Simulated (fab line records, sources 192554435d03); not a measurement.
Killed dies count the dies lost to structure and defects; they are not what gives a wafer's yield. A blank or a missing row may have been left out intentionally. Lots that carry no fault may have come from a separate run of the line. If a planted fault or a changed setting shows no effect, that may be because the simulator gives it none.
A struck lot beside a sound one | flow n5Finfet | 25 out of 1938 route steps
Sound: the wafers L229.1, L229.3, L229.5. Struck: wafers L250.2, L250.4, L250.6. The cause comes at the end.
For every step that has rows: the tool of each side, followed by ch and its chambers, followed by its first start. Under that, the readings that differ: sound wafers | struck wafers | difference of the means | sigmas: that difference in standard deviations of wafers without a fault.
alike: same words and numbers on both sides, and readings whose means sit less than 2 such deviations apart. not compared: any withheld reading, any reading some wafer has no value for, any bound like >300 that may hide the same value, and any number with overlapping values for which the record gives no deviation.
A row with sigmas, a row that says differs or no value, or rows on one side alone: a step with any of these is where the two part. Numbers that have no deviation but don't overlap get no sigmas and don't part them. A reading missing from all wafers of one side parts the sides only when that side holds two or more wafers.

first, 2 steps without rows for these wafers: N5_FIN_SAQP_SRD_01 (time 30 s); N5_FIN_SAQP_ALD_61 (deposits SiO2, target thk 4 nm, pulse time 1 s, purge time 2 s).
N5_FIN_SAQP_DENSIFY_62: time 60 s.
  sound on rtpAnneal-01 ch 0, day 2 02:06; struck on rtpAnneal-01 ch 0, day 7 08:49
  alike: lampPowerPct, lamp_zone_1_pct, lamp_zone_5_pct, wafer_temp_C_max
then, 1 step without rows for these wafers: N5_FIN_SAQP_HM_DEP_03 (deposits SiNx from SiH4/NH3/N2, target thk 38 nm, time 33.6 s).
N5_FIN_SAQP_THK_MEAS_05:
  sound on filmMetro-01 at day 2 02:25; struck on filmMetro-01 at day 7 09:05
  alike: thkNm
then, 1 step without rows for these wafers: N5_FIN_SAQP_PECVD_47 (deposits a-Si from SiH4/He, target thk 45 nm, time 36.3 s).
N5_FIN_SAQP_PECVD_48: deposits SiNx from SiH4/NH3/N2, target thk 25 nm, time 22.1 s.
  sound on pecvd-01 ch 1,2, day 2 02:29; struck on pecvd-01 ch 0,1, day 7 09:10
  alike: heaterPowerW, showerheadPlenumPTorr, throttleValvePct
N5_FIN_SAQP_PECVD_06: deposits a-Si from SiH4/He, target thk 60 nm, time 48.1 s.
  sound on pecvd-01 ch 1,2, day 2 02:31; struck on pecvd-01 ch 0,1, day 7 09:12
  alike: heaterPowerW, showerheadPlenumPTorr, throttleValvePct
N5_FIN_SAQP_THK_MEAS_07:
  sound on filmMetro-02 at day 2 02:37; struck on filmMetro-01 at day 7 09:17
  alike: thkNm
N5_FIN_SAQP_HM_DEP_72: deposits SiO2 from SiH4/N2O, target thk 12 nm, time 7.2 s.
  sound on pecvd-01 ch 0,1,2, day 2 02:39; struck on pecvd-04 ch 0,2, day 7 09:20
  alike: heaterPowerW, showerheadPlenumPTorr
then, 2 steps without rows for these wafers: N5_FIN_SAQP_COAT_49 (time 60 s, resist thk 100 nm); N5_FIN_SAQP_COAT_50 (time 60 s, resist thk 35 nm).
N5_FIN_SAQP_COAT_10: resist thk 90 nm.
  sound on lithoTrack-03 ch 0, day 2 02:44; struck on lithoTrack-03 ch 0, day 7 09:25
reading                                      | sound                | struck               | difference | sigmas
spinSpeedRpm (rpm)                           | 1502.0 1499.3 1499.6 | 1171.2 1171.9 1171.3 | -328.8     | -99 or more
model.CAR-ArF_of_FIN_SAQP_COAT_10.thkNm (nm) | 90.18 90.21 90.26    | 101.9 102.2 102.2    | +11.9      | 
then, 5 steps without rows for these wafers: N5_FIN_SAQP_EBR_12; N5_FIN_SAQP_SOFTBAKE_11 (time 60 s); N5_FIN_SAQP_EXPOSE_13 (exposes mask FIN CORE, target cd 35.6 nm); N5_FIN_SAQP_PEB_14 (peb time 60 s); N5_FIN_SAQP_DEVELOP_15 (develop time 30 s).
N5_FIN_SAQP_CD_MEAS_16: the cd target is 35.6 nm.
  sound on cdSem-03 ch 0, day 2 03:06; struck on cdSem-01 ch 0, day 7 09:39
  alike: cdNm
N5_FIN_SAQP_OVL_MEAS_17:
  sound on overlay-01 ch 0, day 2 03:08; struck on overlay-02 ch 0, day 7 09:41
  alike: FIN_CORE_OVL
N5_FIN_SAQP_INSPECT_18: inspects for defects (brightfield).
  sound on defectInspect-02 at day 2 03:10; struck on defectInspect-02 at day 7 09:43
  alike: rawDefectCount
then, 1 step without rows for these wafers: N5_FIN_SAQP_DESCUM_21 (chemistry O2, time 7.9 s).
N5_FIN_SAQP_ETCH_51: etches SiARC in CF4, target depth 45.5 nm, time 75.8 s.
  sound on rieDiel-01 ch 0,1,3, day 2 03:14; struck on rieDiel-01 ch 0,3, day 7 10:07
reading                                      | sound             | struck            | difference | sigmas
model.CAR-ArF_of_FIN_SAQP_COAT_10.thkNm (nm) | 51.04 51.05 51.18 | 62.81 63.17 63.15 | +11.95     | 
  alike: cf4FlowSccm, drypumpMotorCurrentA, etchRfOnTimeS, oesProductAu, rfVppV, showerheadPlenumPTorr, throttleValvePct
  not compared: rfHoursCounterH
N5_FIN_SAQP_ETCH_52: etches SOC in N2/H2, target depth 100 nm, overetch 20 nm, time 150 s.
  sound on rieDiel-01 ch 0,1,3, day 2 03:17; struck on rieDiel-01 ch 0,3, day 7 10:11
  alike: drypumpMotorCurrentA, oesProductAu, rfVppV, showerheadPlenumPTorr, throttleValvePct
  not compared: rfHoursCounterH
-- the record jumps here: 7 days lie between the struck wafers' starts before and after (it left off in module FIN_SAQP and takes up again in module BEOL_M4, whose first step shown is number 1111 of the route) --
N5_BEOL_M4_RC_MEAS_101:
  sound on prober-02 ch 0, day 8 20:25; struck on prober-02 ch 0, day 14 18:53
  alike: DIBL_N, DIBL_P, IOFF_N, IOFF_P, ION_N, ION_P, SS_N, SS_P, VT_N, VT_P

## WHERE THEY PART
At N5_FIN_SAQP_COAT_10 and nowhere else, as far as this record goes. Later steps at which nothing parts them and some readings are alike: N5_FIN_SAQP_CD_MEAS_16, N5_FIN_SAQP_OVL_MEAS_17, N5_FIN_SAQP_INSPECT_18, N5_FIN_SAQP_ETCH_51, N5_FIN_SAQP_ETCH_52, N5_BEOL_M4_RC_MEAS_101.

WHY: the cause the simulator had injected
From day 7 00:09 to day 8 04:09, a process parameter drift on lithoTrack-03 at N5_FIN_SAQP_COAT_10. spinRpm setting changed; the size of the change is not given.
